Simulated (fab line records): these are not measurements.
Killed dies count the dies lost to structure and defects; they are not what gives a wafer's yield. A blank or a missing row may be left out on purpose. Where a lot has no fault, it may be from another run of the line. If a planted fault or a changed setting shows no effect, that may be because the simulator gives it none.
Which tool is to blame? | flow nand-harc | Sampling: 24 lots, 72 wafers, 4 of 1159 route steps

== WHAT THE GAUGES SHOWED, per wafer ==
NHARC_P_M1_CD_MEAS_09: target cd 130 nm.
lot  | measured     | on        | cd-nm (nm)
L075 | day 6 08:34  | cd-sem-01 | 129.7 129.7 129.0
L074 | day 6 09:13  | cd-sem-01 | 129.8 129.5 129.6
L077 | day 6 12:11  | cd-sem-01 | 129.5 128.7 129.0
L076 | day 6 17:28  | cd-sem-03 | 130.1 129.8 130.2
L078 | day 6 23:03  | cd-sem-03 | 131.7 130.5 130.6
L079 | day 6 23:36  | cd-sem-03 | 130.0 130.5 130.0
L082 | day 7 21:28  | cd-sem-02 | 130.0 129.8 130.6
L081 | day 7 21:58  | cd-sem-01 | 131.2 131.4 130.1
L080 | day 7 22:32  | cd-sem-02 | 130.0 130.2 130.9
L083 | day 8 06:43  | cd-sem-02 | 129.9 130.3 131.0
L084 | day 8 15:36  | cd-sem-01 | 130.3 130.2 130.3
L086 | day 9 02:52  | cd-sem-03 | 130.4 130.8 129.0
L085 | day 9 03:31  | cd-sem-02 | 129.9 130.4 129.4
L089 | day 9 05:44  | cd-sem-02 | 129.9 131.4 130.6
L087 | day 9 08:28  | cd-sem-01 | 130.0 130.5 130.6
L088 | day 9 14:13  | cd-sem-03 | 130.0 129.6 130.2
L090 | day 10 06:01 | cd-sem-02 | 130.7 130.1 130.0
L091 | day 10 06:27 | cd-sem-01 | 130.7 130.9 130.1
L092 | day 10 11:59 | cd-sem-02 | 129.3 129.9 130.4
L093 | day 10 17:00 | cd-sem-01 | 130.3 131.0 130.7
L094 | day 10 18:57 | cd-sem-02 | 130.1 129.8 130.6
L095 | day 11 03:59 | cd-sem-01 | 129.9 130.4 130.6
L096 | day 11 10:16 | cd-sem-01 | 129.1 130.1 129.3
L097 | day 11 17:20 | cd-sem-03 | 128.3 128.9 129.7

NHARC_P_M1_THK_MEAS_24: measures by xrf.
lot  | measured     | on            | thk-nm (nm)
L075 | day 6 11:10  | film-metro-01 | 159.2 160.2 157.1
L074 | day 6 11:49  | film-metro-01 | 161.4 157.2 157.9
L077 | day 6 14:52  | film-metro-02 | 156.2 157.2 160.1
L076 | day 6 20:05  | film-metro-02 | 157.4 156.9 158.3
L078 | day 7 01:42  | film-metro-02 | 160.3 162.5 157.7
L079 | day 7 02:17  | film-metro-01 | 159.1 157.9 158.4
L082 | day 8 00:06  | film-metro-01 | 158.9 156.2 158.2
L081 | day 8 00:35  | film-metro-01 | 157.6 158.5 158.1
L080 | day 8 01:10  | film-metro-02 | 159.2 158.6 158.3
L083 | day 8 09:21  | film-metro-02 | 156.0 157.3 159.7
L084 | day 8 18:17  | film-metro-02 | 157.0 156.6 156.5
L086 | day 9 05:35  | film-metro-02 | 157.0 157.0 158.0
L085 | day 9 06:11  | film-metro-02 | 157.9 157.5 156.5
L089 | day 9 08:20  | film-metro-02 | 156.7 157.8 156.8
L087 | day 9 11:07  | film-metro-02 | 157.3 159.0 155.1
L088 | day 9 17:22  | film-metro-01 | 155.1 154.6 155.6
L090 | day 10 08:37 | film-metro-02 | 153.9 156.3 156.4
L091 | day 10 09:04 | film-metro-02 | 158.7 158.2 155.4
L092 | day 10 14:37 | film-metro-02 | 156.7 157.8 158.9
L093 | day 10 19:45 | film-metro-02 | 156.1 158.2 158.0
L094 | day 10 21:36 | film-metro-02 | 156.4 156.9 158.8
L095 | day 11 06:38 | film-metro-01 | 159.0 159.7 158.8
L096 | day 11 12:53 | film-metro-02 | 156.8 157.4 156.8
L097 | day 11 20:05 | film-metro-02 | 157.2 158.0 160.0

NHARC_P_M2_OVL_MEAS_10: pitch 340 nm.
lot  | measured     | on         | overlay-x-nm (nm) | overlay-y-nm (nm)
L075 | day 6 13:02  | overlay-02 | 0.5 0.9 0.5       | -0.2 -0.3 -0.4
L074 | day 6 13:35  | overlay-02 | -0.1 -0.2 0.3     | 0.7 0.7 0.5
L077 | day 6 16:30  | overlay-02 | 0.3 0.7 0.1       | 0.6 0.0 0.7
L076 | day 6 21:43  | overlay-01 | 0.1 0.5 0.0       | -1.0 -0.5 -0.9
L078 | day 7 03:20  | overlay-02 | 1.0 0.5 0.9       | 1.4 1.8 1.5
L079 | day 7 03:55  | overlay-02 | 0.7 0.3 0.1       | -0.5 -0.4 0.2
L082 | day 8 01:46  | overlay-01 | -0.2 -0.4 -0.7    | 1.4 1.9 1.8
L081 | day 8 02:07  | overlay-02 | 0.9 0.0 0.0       | 0.8 0.9 0.2
L080 | day 8 02:40  | overlay-01 | -0.5 -0.2 0.4     | 0.5 0.3 0.0
L083 | day 8 10:58  | overlay-01 | 0.9 0.6 0.4       | 0.0 -0.1 -0.2
L084 | day 8 19:56  | overlay-01 | 0.5 0.6 0.1       | -0.5 0.2 -0.6
L086 | day 9 07:05  | overlay-01 | 0.7 0.0 0.5       | -0.6 -0.8 -1.2
L085 | day 9 07:49  | overlay-01 | 1.0 0.8 1.5       | -0.6 -0.9 0.1
L089 | day 9 09:58  | overlay-02 | -0.3 -0.8 -0.4    | -0.8 -1.0 -0.6
L087 | day 9 13:03  | overlay-02 | 0.2 -0.1 -0.1     | 0.5 1.2 0.7
L088 | day 9 18:59  | overlay-02 | -1.0 -0.8 -0.7    | -0.9 -0.9 -1.2
L090 | day 10 10:15 | overlay-01 | 0.2 0.3 -0.2      | 0.0 0.7 0.8
L091 | day 10 10:47 | overlay-01 | 1.1 0.8 0.3       | -0.2 -0.4 -0.3
L092 | day 10 16:50 | overlay-01 | -0.2 -0.4 0.0     | -0.3 0.2 -0.5
L093 | day 10 21:19 | overlay-02 | 0.0 0.2 -0.4      | 0.2 0.4 0.6
L094 | day 10 23:08 | overlay-02 | 0.6 0.9 1.2       | 0.9 1.8 1.5
L095 | day 11 09:59 | overlay-02 | -1.0 -1.0 -1.5    | 0.0 0.5 1.0
L096 | day 11 14:29 | overlay-01 | 0.8 0.4 0.4       | -1.4 -1.0 -1.4
L097 | day 11 21:52 | overlay-02 | -0.4 -0.2 -0.1    | -0.5 -0.4 -0.2

== EACH LOT AND THE TOOL THAT RAN IT (in order: tool; ch and the chambers of the sampled wafers; start) ==
lot  | NHARC_P_M1_CMP_23
L075 | cmp-03 ch 1,2,3, day 6 10:51
L074 | cmp-01 ch 0,1,2, day 6 11:29
L077 | cmp-01 ch 0,3, day 6 14:33
L076 | cmp-03 ch 0,2, day 6 19:46
L078 | cmp-01 ch 1,2, day 7 01:25
L079 | cmp-03 ch 0,2,3, day 7 01:58
L082 | cmp-02 ch 0,1, day 7 23:47
L081 | cmp-03 ch 0,1,3, day 8 00:17
L080 | cmp-02 ch 0,2,3, day 8 00:52
L083 | cmp-01 ch 0,1,3, day 8 09:04
L084 | cmp-03 ch 0,1,2, day 8 18:00
L086 | cmp-01 ch 0,2, day 9 05:17
L085 | cmp-02 ch 0,1,3, day 9 05:53
L089 | cmp-03 ch 0,1,2, day 9 08:04
L087 | cmp-01 ch 0,1,2, day 9 10:51
L088 | cmp-01 ch 1,2,3, day 9 17:05
L090 | cmp-02 ch 2,3, day 10 08:20
L091 | cmp-03 ch 0,1,3, day 10 08:45
L092 | cmp-01 ch 1,2,3, day 10 14:21
L093 | cmp-01 ch 0,3, day 10 19:26
L094 | cmp-01 ch 2,3, day 10 21:17
L095 | cmp-02 ch 0,1,2, day 11 06:19
L096 | cmp-02 ch 1,2,3, day 11 12:39
L097 | cmp-03 ch 0,2,3, day 11 19:46
- NHARC_P_M1_CMP_23: polishes, t overpolish 20 s, target thk 157.82 nm.

== AS READ BY THE TOOLS THEMSELVES (means over the sampled wafers that have a number; for cases with no such wafer, the mark the record gives instead) ==
NHARC_P_M1_CMP_23.
lot  | tool   | edge-zone-pressure-frac | motor-current-A (A) | time-to-endpoint-s (s)
L075 | cmp-03 | 1.003                   | 11.7                | 29.0
L074 | cmp-01 | 0.994                   | 12.0                | 29.0
L077 | cmp-01 | 1.002                   | 12.5                | 29.5
L076 | cmp-03 | 0.997                   | 10.7                | 29.8
L078 | cmp-01 | 0.999                   | 12.0                | 26.9
L079 | cmp-03 | 0.998                   | 10.7                | 28.9
L082 | cmp-02 | 1.005                   | 11.5                | 31.3
L081 | cmp-03 | 1.001                   | 11.0                | 29.9
L080 | cmp-02 | 1.002                   | 11.3                | 29.9
L083 | cmp-01 | 0.997                   | 12.4                | 29.8
L084 | cmp-03 | 0.994                   | 11.0                | 30.0
L086 | cmp-01 | 1.008                   | 12.1                | 27.7
L085 | cmp-02 | 0.999                   | 11.1                | 26.8
L089 | cmp-03 | 1.004                   | 11.2                | 27.0
L087 | cmp-01 | 1.001                   | 11.9                | 27.1
L088 | cmp-01 | 0.999                   | 12.4                | 24.9
L090 | cmp-02 | 0.997                   | 10.6                | 27.5
L091 | cmp-03 | 1.004                   | 11.1                | 30.8
L092 | cmp-01 | 1.005                   | 12.3                | 28.4
L093 | cmp-01 | 1.002                   | 12.5                | 26.4
L094 | cmp-01 | 0.996                   | 12.3                | 30.1
L095 | cmp-02 | 0.999                   | 11.5                | 31.9
L096 | cmp-02 | 0.999                   | 10.9                | 30.7
L097 | cmp-03 | 1.005                   | 11.2                | 29.1

== THE ANSWER, worked out from the rows above alone ==
Rule: the lots themselves supply what counts as usual. The widest of any qualifying gaps counts: lots, ordered by their means at a reading, are off when they make up no more than a third of the lots, leave a main group of 4 or more, and stand apart from it by 3 or more times the standard deviation of that group's means. A main group is skipped when, at the precision printed for the reading in the tables above, its means are all equal. Also off: a lot with no number at a reading for which 4 or more lots have one. Where the step has rows for the other lots, those lots are counted as sound. After the gauges, taken in route order, come the tools' own readings; for these a lot's mean is taken, as printed above. The first step at which some lot is off is used, and at that step the reading that is off furthest; a lot without a number counts as furthest.
Across all readings shown, no lot is off: no conclusion can be drawn from this.

== WHAT WAS PUT IN BY THE SIMULATOR ==
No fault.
